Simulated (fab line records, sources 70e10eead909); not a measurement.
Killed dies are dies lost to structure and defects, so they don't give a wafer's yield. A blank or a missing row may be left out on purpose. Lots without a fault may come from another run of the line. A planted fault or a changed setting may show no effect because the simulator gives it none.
fab line records | flow nand_harc | part 1 of 2: steps 1 to 4 of 6
record lots=23 wafers=69 last_day=32
route steps=1302 shown A_STAIRCASE@705
lots that met no fault: from a run of the same line without faults
start_h: hours from the record's first day to the start of the lot's first wafer shown | wait_h: hours since the lot's step before | " the same as in the row above | L1.1+2: a row that stands for several wafers | - no value, or no start given | * or withheld: withheld | < > ~ a bound
route shown NAME@n: a module of which the file shows steps, and the number in the route of the first | usual: mean/standard deviation of fault-free wafers | same: alike in all rows | chamber/n: place in a boat | sites: the reading at each site | _std_site: their standard deviation | _edge_site: outer sites' mean less inner sites' | radius_mm: how far each site lies from the wafer's centre | mask NAME#n: copy n | behind: the tool/chamber that last shaped the wafer | hold: why the lot was held/for how many hours/how that ended | device: the transistor (n, p or np) that didn't switch | end of line: the same wafers' tests at the end of the route | a step without rows: its recipe alone | killed: dies lost to structure and defects at the first sort, not the wafer's yield | map: a wafer's dies, x killed, . not, _ none there
set.NAME: the setting as run; set.NAME@STEP: as run at that earlier step | model.NAME: the simulator's own value behind a step, which no gauge read
steps of the route over a sample of lots; a table a step, a row a wafer
services: from which hour (start_h, from the record's first day; less than 0 if before it) a tool's chamber was out of use, for how many hours, and why
## steps
# step NHARC_A_STAIRCASE_TRIM_191
# recipe time_s=211.2 o2_flow_sccm=500 ar_flow_sccm=0 bias_w=0 chemistry=O2
# usual drypump_motor_current_A=5.9/0.44 oes_product_au=1.003/0.016 rf_vpp_V=57.8/0.97 showerhead_plenum_p_Torr=3.54/0.16 throttle_valve_pct=17.037/0.0084
# columns lot.wafer tool chamber start_h wait_h drypump_motor_current_A oes_product_au rf_hours_counter_h rf_vpp_V showerhead_plenum_p_Torr throttle_valve_pct
L074.2 rie_diel-08 0 - - 6.1 1.040 55 57.1 3.29 17.023
L074.1 " 1 " " 5.5 1.031 57 58.0 3.56 17.044
L074.6 " 3 " " 5.1 1.001 - 58.4 3.62 17.029
L075.1 rie_diel-06 3 - - 6.2 0.998 24 58.0 3.44 17.043
L075.4 " 1 " " 5.6 1.004 18 58.8 3.37 17.043
L075.5 " 0 " " 6.2 1.015 - 55.9 3.45 17.032
L076.4 rie_diel-08 0 - - 6.0 1.011 2 57.9 3.81 17.035
L076.1 " 1 " " 5.5 1.008 2 60.0 3.56 17.040
L076.5 " 3 " " 5.1 0.985 - 57.6 3.62 17.029
L077.2 rie_diel-08 2 - - 6.4 1.024 3 58.0 3.55 17.039
L077.4 " 0 " " 6.1 1.010 3 58.6 3.81 17.044
L077.5 " 3 " " 5.1 0.995 - 58.3 3.61 17.056
L078.2 rie_diel-06 3 - - 6.2 0.995 30 58.9 3.43 17.041
L078.1 " 1 " " 5.5 0.982 23 56.9 3.37 17.049
L078.6 " 3 " " 6.2 0.989 - 56.5 3.43 17.040
L079.4 rie_diel-06 0 - - 6.2 1.032 26 56.8 3.44 17.043
L079.2 " 2 " " 6.3 1.005 32 58.2 3.79 17.043
L079.5 " 0 " " 6.2 1.030 - 54.9 3.44 17.030
L080.1 rie_diel-10 1 - - 5.6 0.996 55 57.2 3.74 17.030
L080.2 " 2 " " 5.1 1.025 50 59.4 3.78 17.035
L080.6 " 0 " " 5.0 0.993 - 57.9 3.78 17.039
L081.1 rie_diel-06 1 - - 5.6 0.985 29 57.8 3.36 17.045
L081.4 " 3 " " 6.2 1.006 36 58.9 3.43 17.033
L081.5 " 2 " " 6.4 1.008 - 57.4 3.79 17.026
L082.3 rie_diel-06 2 - - 6.4 0.997 46 58.5 3.78 17.037
L082.4 " 2 " " 6.4 1.004 - 58.3 3.78 17.011
L082.5 " 3 " " 6.2 1.005 - 56.7 3.43 17.051
L083.4 rie_diel-06 1 - - 5.6 0.988 40 58.4 3.36 17.032
L083.3 " 3 " " 6.2 0.992 51 56.1 3.42 17.035
L083.6 " 1 " " 5.6 0.981 - 56.1 3.36 17.028
L084.1 rie_diel-08 1 - - 5.5 1.001 29 56.1 3.54 17.030
L084.4 " 0 " " 6.1 1.007 30 58.6 3.79 17.025
L084.5 " 2 " " 6.4 1.027 - 58.1 3.53 17.022
L085.2 rie_diel-06 1 - - 5.5 1.006 44 58.3 3.36 17.043
L085.3 " 2 " " 6.4 1.004 58 58.2 3.77 17.027
L085.6 " 0 " " 6.1 1.019 - 57.5 3.43 17.025
L087.2 rie_diel-10 0 - - 5.0 0.977 14 58.0 3.77 17.035
L087.1 " 2 " " 5.1 1.005 13 58.2 3.77 17.020
L087.3 " 3 " " 5.7 0.988 14 56.4 3.55 17.043
L086.3 rie_diel-08 0 - - 6.1 1.017 34 59.4 3.79 17.033
L086.4 " 2 " " 6.3 1.019 35 58.9 3.53 17.044
L086.1 " 3 " " 5.1 0.970 36 58.5 3.60 17.038
L088.2 rie_diel-06 1 - - 5.6 1.022 7 59.0 3.35 17.018
L088.5 " 1 " " 5.6 1.035 - 56.8 3.35 17.042
L088.6 " 2 " " 6.4 0.981 - 59.6 3.77 17.042
L089.4 rie_diel-06 0 - - 6.2 0.995 12 57.4 3.42 17.030
L089.2 " 3 " " 6.2 0.968 11 56.3 3.41 17.024
L089.5 " 0 " " 6.2 0.989 - 59.4 3.42 17.051
L091.3 rie_diel-06 2 - - 6.3 0.999 11 58.4 3.77 17.041
L091.4 " 3 " " 6.2 0.981 13 57.6 3.41 17.018
L091.2 " 0 " " 6.1 0.987 15 57.5 3.42 17.042
L090.2 rie_diel-06 0 - - 6.2 0.992 15 57.2 3.42 17.047
L090.4 " 1 " " 5.6 1.027 12 56.0 3.35 17.029
L090.5 " 1 " " 5.6 1.016 - 57.3 3.35 17.047
L092.2 rie_diel-08 1 - - 5.5 1.003 59 57.0 3.53 17.037
L092.6 " 3 " " 5.1 0.988 - 59.2 3.58 17.028
L092.4 " 0 " " 6.1 1.012 - 59.0 3.77 17.047
L093.2 rie_diel-06 1 - - 5.6 1.025 23 57.6 3.34 17.026
L093.1 " 2 " " 6.4 0.991 20 58.6 3.76 17.039
L093.5 " 0 " " 6.1 1.003 - 58.0 3.41 17.034
L094.1 rie_diel-10 0 - - 5.0 0.996 30 60.4 3.76 17.020
L094.3 " 2 " " 5.1 1.004 30 59.4 3.76 17.053
L094.2 " 3 " " 5.8 0.987 32 57.7 3.54 17.044
L096.1 rie_diel-06 1 - - 5.6 1.024 34 56.8 3.34 17.048
L096.4 " 2 " " 6.4 0.987 30 58.5 3.76 17.021
L096.6 " 1 " " 5.6 1.024 - 57.7 3.34 17.038
L097.1 rie_diel-06 1 - - 5.6 1.036 35 57.4 3.34 17.054
L097.3 " 2 " " 6.4 0.994 32 59.2 3.76 17.030
L097.5 " 0 " " 6.1 1.000 - 57.9 3.41 17.038
# step NHARC_A_STAIRCASE_TRIM_200
# recipe time_s=211.2 o2_flow_sccm=500 ar_flow_sccm=0 bias_w=0 chemistry=O2
# usual drypump_motor_current_A=5.8/0.48 oes_product_au=1.002/0.014 rf_vpp_V=58.0/0.92 showerhead_plenum_p_Torr=3.60/0.15 throttle_valve_pct=17.037/0.0092
# columns lot.wafer tool chamber start_h wait_h drypump_motor_current_A oes_product_au rf_hours_counter_h rf_vpp_V showerhead_plenum_p_Torr throttle_valve_pct
L074.2 rie_diel-06 2 - - 6.3 1.001 12 58.0 3.80 17.027
L074.1 " 3 " " 6.2 1.007 13 55.6 3.44 17.027
L074.6 " 0 " " 6.1 1.012 - 56.3 3.45 17.042
L075.1 rie_diel-08 0 - - 6.1 1.010 2 59.8 3.81 17.026
L075.4 " 1 " " 5.5 1.009 2 57.9 3.56 17.015
L075.5 " 2 " " 6.3 1.034 - 57.6 3.55 17.023
L076.4 rie_diel-08 3 - - 5.1 1.000 2 56.9 3.62 17.028
L076.1 " 0 " " 6.1 1.003 3 58.8 3.81 17.044
L076.5 " 2 " " 6.3 1.020 - 58.5 3.55 17.041
L077.4 rie_diel-08 0 - - 6.1 1.006 4 58.2 3.81 17.050
L077.2 " 1 " " 5.5 1.007 4 57.2 3.56 17.051
L077.5 " 1 " " 5.5 1.007 - 59.8 3.56 17.026
L078.1 rie_diel-06 2 - - 6.4 0.994 30 59.4 3.79 17.033
L078.2 " 0 " " 6.1 1.021 24 56.2 3.44 17.033
L078.6 " 2 " " 6.4 1.000 - 59.3 3.79 17.029
L079.4 rie_diel-06 2 - - 6.3 0.995 33 57.8 3.79 17.030
L079.2 " 0 " " 6.1 1.032 27 58.4 3.44 17.050
L079.5 " 2 " " 6.3 0.993 - 57.8 3.79 17.032
L080.1 rie_diel-06 0 - - 6.2 1.036 28 58.0 3.44 17.032
L080.2 " 2 " " 6.3 1.007 34 58.9 3.79 17.033
L080.6 " 1 " " 5.6 0.995 - 57.8 3.37 17.043
L081.1 rie_diel-08 0 - - 6.0 1.014 15 57.8 3.80 17.048
L081.4 " 1 " " 5.5 1.006 13 58.5 3.55 17.019
L081.5 " 1 " " 5.5 1.010 - 56.9 3.55 17.027
L082.4 rie_diel-08 0 - - 6.0 1.004 22 57.7 3.79 17.036
L082.3 " 3 " " 5.1 0.979 22 57.4 3.60 17.034
L082.5 " 0 " " 6.0 1.007 - 58.9 3.80 17.036
L083.4 rie_diel-10 3 - - 5.8 0.981 9 58.5 3.55 17.036
L083.3 " 1 " " 5.6 0.999 8 60.1 3.74 17.035
L083.6 " 3 " " 5.8 0.983 - 58.1 3.55 17.050
L084.4 rie_diel-10 0 - - 5.0 0.992 11 59.0 3.77 17.047
L084.1 " 3 " " 5.8 0.994 11 57.6 3.55 17.054
L084.5 " 0 " " 5.0 1.002 - 57.7 3.77 17.028
L085.2 rie_diel-08 2 - - 6.4 1.018 36 57.7 3.53 17.026
L085.3 " 1 " " 5.5 0.992 33 57.2 3.54 17.039
L085.6 " 2 " " 6.3 1.017 - 58.2 3.53 17.023
L087.1 rie_diel-10 2 - - 5.1 1.011 14 56.9 3.77 17.039
L087.2 " 3 " " 5.8 0.992 15 57.4 3.55 17.020
L087.3 " 0 " " 5.0 0.999 14 57.3 3.77 17.037
L086.3 rie_diel-08 2 - - 6.3 1.022 36 57.8 3.53 17.018
L086.4 " 3 " " 5.1 0.978 37 57.9 3.60 17.027
L086.1 " 0 " " 6.1 1.006 34 60.1 3.79 17.043
L088.2 rie_diel-06 2 - - 6.3 0.993 8 58.7 3.77 17.032
L088.5 " 1 " " 5.6 1.014 - 55.5 3.35 17.037
L088.6 " 2 " " 6.3 0.983 - 59.1 3.77 17.042
L089.4 rie_diel-06 3 - - 6.2 0.975 12 58.0 3.41 17.030
L089.2 " 2 " " 6.3 0.993 9 58.7 3.77 17.030
L089.5 " 0 " " 6.2 1.009 - 57.6 3.42 17.049
L091.4 rie_diel-08 1 - - 5.5 0.993 52 58.0 3.53 17.038
L091.3 " 2 " " 6.3 1.007 54 58.2 3.52 17.017
L091.2 " 3 " " 5.1 0.980 55 58.3 3.59 17.041
L090.4 rie_diel-08 1 - - 5.5 0.993 52 57.5 3.53 17.033
L090.2 " 2 " " 6.3 1.017 54 58.2 3.52 17.041
L090.5 " 0 " " 6.0 1.012 - 58.3 3.78 17.039
L092.2 rie_diel-10 3 - - 5.7 0.991 29 58.3 3.54 17.028
L092.4 " 2 " " 5.1 0.997 28 57.0 3.76 17.040
L092.6 " 3 " " 5.7 0.992 - 56.7 3.54 17.044
L093.2 rie_diel-06 3 - - 6.2 0.966 23 57.1 3.40 17.028
L093.1 " 0 " " 6.1 0.990 26 57.0 3.41 17.028
L093.5 " 0 " " 6.2 0.996 - 57.2 3.41 17.033
L094.1 rie_diel-10 1 - - 5.6 0.985 24 57.8 3.73 17.032
L094.3 " 2 " " 5.1 1.008 31 58.5 3.76 17.052
L094.2 " 3 " " 5.8 0.984 32 58.7 3.54 17.028
L096.1 rie_diel-08 2 - - 6.4 1.010 9 57.5 3.51 17.033
L096.4 " 1 " " 5.5 0.996 - 55.7 3.52 17.035
L096.6 " 3 " " 5.1 1.029 - 57.2 3.58 17.039
L097.3 rie_diel-10 1 - - 5.6 0.977 36 58.5 3.72 17.030
L097.1 " 0 " " 5.0 0.993 40 58.9 3.75 17.037
L097.5 " 2 " " 5.1 0.999 - 57.3 3.75 17.018
# step NHARC_A_STAIRCASE_TRIM_220
# recipe time_s=211.2 o2_flow_sccm=500 ar_flow_sccm=0 bias_w=0 chemistry=O2
# usual drypump_motor_current_A=5.8/0.48 oes_product_au=1.003/0.015 rf_vpp_V=58.1/0.81 showerhead_plenum_p_Torr=3.58/0.16 throttle_valve_pct=17.036/0.0089
# columns lot.wafer tool chamber start_h wait_h drypump_motor_current_A oes_product_au rf_hours_counter_h rf_vpp_V showerhead_plenum_p_Torr throttle_valve_pct
L074.1 rie_diel-08 3 359.67 0.1 5.1 0.996 55 58.9 3.62 17.025
L074.2 " 1 " " 5.5 1.019 58 57.4 3.56 17.041
L074.6 " 3 " " 5.1 1.013 - 57.7 3.62 17.036
L075.4 rie_diel-08 1 383.24 0.1 5.5 1.016 3 56.8 3.56 17.020
L075.1 " 3 " " 5.1 0.990 2 58.4 3.62 17.052
L075.5 " 2 " " 6.4 1.033 - 57.1 3.55 17.029
L076.1 rie_diel-10 0 385.64 0.1 5.0 1.008 44 57.0 3.78 17.040
L076.4 " 2 " " 5.1 1.023 42 58.8 3.78 17.041
L076.5 " 0 " " 5.0 1.020 - 58.6 3.78 17.057
L077.4 rie_diel-10 2 387.82 0.1 5.1 1.027 42 57.2 3.78 17.020
L077.2 " 0 " " 5.0 1.013 45 60.1 3.78 17.038
L077.5 " 3 " " 5.8 0.990 - 58.4 3.56 17.038
L078.2 rie_diel-08 0 398.77 0.1 6.0 1.009 7 59.1 3.80 17.037
L078.1 " 1 " " 5.5 1.011 7 58.3 3.56 17.032
L078.6 " 0 " " 6.1 1.007 - 59.5 3.80 17.021
L079.4 rie_diel-08 1 412.86 0.1 5.5 1.000 9 58.3 3.56 17.035
L079.2 " 2 " " 6.3 1.018 11 57.9 3.54 17.046
L079.5 " 1 " " 5.5 0.997 - 59.8 3.56 17.037
L080.1 rie_diel-08 3 419.15 0.1 5.1 0.994 14 58.5 3.61 17.040
L080.2 " 1 " " 5.5 1.004 11 58.4 3.56 17.044
L080.6 " 3 " " 5.1 0.994 - 57.7 3.61 17.016
L081.4 rie_diel-06 3 425.01 0.1 6.3 1.005 40 56.4 3.43 17.041
L081.1 " 0 " " 6.1 1.029 32 56.9 3.44 17.041
L081.5 " 2 " " 6.4 1.000 - 59.6 3.78 17.028
L082.3 rie_diel-08 1 441.45 0.1 5.5 1.013 21 58.9 3.55 17.045
L082.4 " 2 " " 6.3 1.015 20 57.5 3.54 17.043
L082.5 " 1 " " 5.5 1.009 - 58.8 3.55 17.039
L083.4 rie_diel-08 0 456.81 0.1 6.1 1.023 27 58.2 3.79 17.028
L083.3 " 2 " " 6.3 1.019 28 58.7 3.53 17.033
L083.6 " 0 " " 6.1 1.005 - 58.6 3.79 17.044
L084.1 rie_diel-10 3 466.61 0.1 5.8 0.996 12 58.3 3.55 17.037
L084.4 " 0 " " 5.0 0.986 12 58.4 3.77 17.032
L084.5 " 3 " " 5.8 0.992 - 59.0 3.55 17.040
L085.3 rie_diel-06 0 478.02 0.1 6.1 1.023 51 57.9 3.43 17.047
L085.2 " 1 " " 5.6 0.989 46 57.1 3.36 17.047
L085.6 " 0 " " 6.1 1.014 - 56.4 3.43 17.036
L087.3 rie_diel-10 0 478.18 0.1 5.0 0.991 15 56.8 3.77 17.053
L087.1 " 2 " " 5.1 1.002 14 58.5 3.77 17.042
L087.2 " 3 " " 5.7 0.989 15 58.6 3.55 17.038
L086.1 rie_diel-10 3 478.69 0.1 5.7 0.988 15 57.9 3.55 17.024
L086.3 " 0 " " 5.0 0.992 15 59.4 3.77 17.048
L086.4 " 0 " " 5.0 0.990 - 57.9 3.77 17.035
L088.2 rie_diel-06 2 517.95 0.6 6.3 0.985 9 57.7 3.77 17.048
L088.5 " 3 " " 6.3 0.976 - 57.7 3.41 17.027
L088.6 " 0 " " 6.2 0.995 - 58.3 3.42 17.038
L089.2 rie_diel-06 2 519.04 0.1 6.4 0.986 10 59.2 3.77 17.048
L089.4 " 1 " " 5.5 1.024 12 57.1 3.35 17.040
L089.5 " 2 " " 6.3 0.996 - 58.1 3.77 17.031
L091.2 rie_diel-08 2 523.12 0.1 6.3 1.018 54 57.5 3.52 17.042
L091.3 " 3 " " 5.1 0.995 56 59.0 3.59 17.026
L091.4 " 0 " " 6.1 1.023 54 58.7 3.78 17.026
L090.4 rie_diel-08 2 523.46 0.1 6.3 1.021 54 57.5 3.52 17.038
L090.2 " 3 " " 5.1 0.992 56 57.9 3.58 17.029
L090.5 " 3 " " 5.1 0.995 - 58.7 3.58 17.028
L092.4 rie_diel-06 2 544.07 0.1 6.3 0.992 21 58.6 3.76 17.054
L092.2 " 1 " " 5.6 1.030 24 57.2 3.34 17.046
L092.6 " 2 " " 6.3 0.974 - 59.0 3.76 17.048
L093.1 rie_diel-06 1 544.73 0.1 5.5 1.026 24 57.4 3.34 17.038
L093.2 " 2 " " 6.3 0.992 21 57.6 3.76 17.028
L093.5 " 1 " " 5.6 1.025 - 57.6 3.34 17.040
L094.3 rie_diel-06 3 552.03 0.1 6.2 0.986 25 57.2 3.40 17.034
L094.2 " 0 " " 6.1 1.006 29 57.2 3.41 17.040
L094.1 " 1 " " 5.6 1.038 27 59.0 3.34 17.020
L096.4 rie_diel-06 2 575.24 0.1 6.3 0.989 31 58.0 3.76 17.041
L096.1 " 3 " " 6.2 0.997 32 57.3 3.40 17.046
L096.6 " 1 " " 5.6 1.012 - 57.2 3.34 17.039
L097.1 rie_diel-06 3 581.04 0.1 6.2 0.992 34 56.9 3.40 17.038
L097.3 " 0 " " 6.2 1.004 39 58.4 3.41 17.040
L097.5 " 3 " " 6.2 0.993 - 57.5 3.40 17.031
# step NHARC_A_STAIRCASE_ETCH_234
# recipe target_depth_a=1000 time_s=40.5 ion_energy_ev=400 c4f8_flow_sccm=20 o2_flow_sccm=10 ar_flow_sccm=withheld rf_w=600 bias_w=1000 chemistry=C4F8/O2
# usual oes_product_au=0.947/0.014 rf_vpp_V=897/5.9
# columns lot.wafer tool chamber start_h wait_h oes_product_au rf_hours_counter_h rf_vpp_V
L074.1 rie_diel-06 0 - - 0.954 11 892
L074.2 " 2 " " 0.959 13 904
L074.6 " 0 " " 0.952 - 894
L075.1 rie_diel-08 0 - - 0.942 4 905
L075.4 " 2 " " 0.956 4 898
L075.5 " 1 " " 0.928 - 898
L076.4 rie_diel-08 3 - - 0.949 4 898
L076.1 " 2 " " 0.976 5 897
L076.5 " 0 " " 0.957 - 906
L077.4 rie_diel-10 3 - - 0.932 48 897
L077.2 " 1 " " 0.947 49 906
L077.5 " 2 " " 0.964 - 906
L078.2 rie_diel-06 1 - - 0.940 24 891
L078.1 " 3 " " 0.955 31 893
L078.6 " 1 " " 0.937 - 890
L079.2 rie_diel-10 0 - - 0.943 51 905
L079.4 " 2 " " 0.989 50 905
L079.5 " 3 " " 0.942 - 896
L080.2 rie_diel-06 0 - - 0.966 30 893
L080.1 " 3 " " 0.951 36 892
L080.6 " 1 " " 0.931 - 890
L081.4 rie_diel-06 2 - - 0.935 45 904
L081.1 " 0 " " 0.960 34 892
L081.5 " 2 " " 0.937 - 905
L082.3 rie_diel-06 0 - - 0.967 38 893
L082.5 " 2 " " 0.956 - 904
L082.4 " 3 " " 0.952 - 894
L083.3 rie_diel-08 3 - - 0.937 31 898
L083.4 " 2 " " 0.954 29 896
L083.6 " 0 " " 0.957 - 906
L084.1 rie_diel-06 3 - - 0.939 58 891
L084.4 " 2 " " 0.950 - 904
L084.5 " 0 " " 0.954 - 893
L085.3 rie_diel-06 0 - - 0.964 52 893
L085.2 " 1 " " 0.940 47 890
L085.6 " 1 " " 0.928 - 889
L087.1 rie_diel-10 3 - - 0.933 16 897
L087.3 " 0 " " 0.934 16 904
L087.2 " 2 " " 0.939 15 905
L086.1 rie_diel-06 1 - - 0.935 47 891
L086.3 " 3 " " 0.932 63 892
L086.4 " 0 " " 0.962 - 892
L088.2 rie_diel-08 3 - - 0.929 55 900
L088.6 " 1 " " 0.951 - 897
L088.5 " 2 " " 0.972 - 896
L089.4 rie_diel-06 2 - - 0.949 14 905
L089.2 " 3 " " 0.932 16 890
L089.5 " 2 " " 0.949 - 906
L091.4 rie_diel-06 1 - - 0.966 17 888
L091.2 " 2 " " 0.923 14 905
L091.3 " 3 " " 0.912 17 892
L090.4 rie_diel-06 3 - - 0.926 17 891
L090.2 " 1 " " 0.966 17 889
L090.5 " 3 " " 0.920 - 892
L092.4 rie_diel-06 3 - - 0.915 24 892
L092.2 " 0 " " 0.925 28 893
L092.6 " 2 " " 0.931 - 903
L093.2 rie_diel-10 3 - - 0.949 31 896
L093.1 " 1 " " 0.937 23 904
L093.5 " 0 " " 0.946 - 904
L094.3 rie_diel-08 2 - - 0.928 0 895
L094.1 " 3 " " 0.943 0 899
L094.2 " 1 " " 0.928 0 895
L096.4 rie_diel-06 0 - - 0.947 38 894
L096.1 " 3 " " 0.941 33 890
L096.6 " 0 " " 0.948 - 891
L097.1 rie_diel-10 2 - - 0.949 44 904
L097.3 " 3 " " 0.910 43 896
L097.5 " 0 " " 0.936 - 905
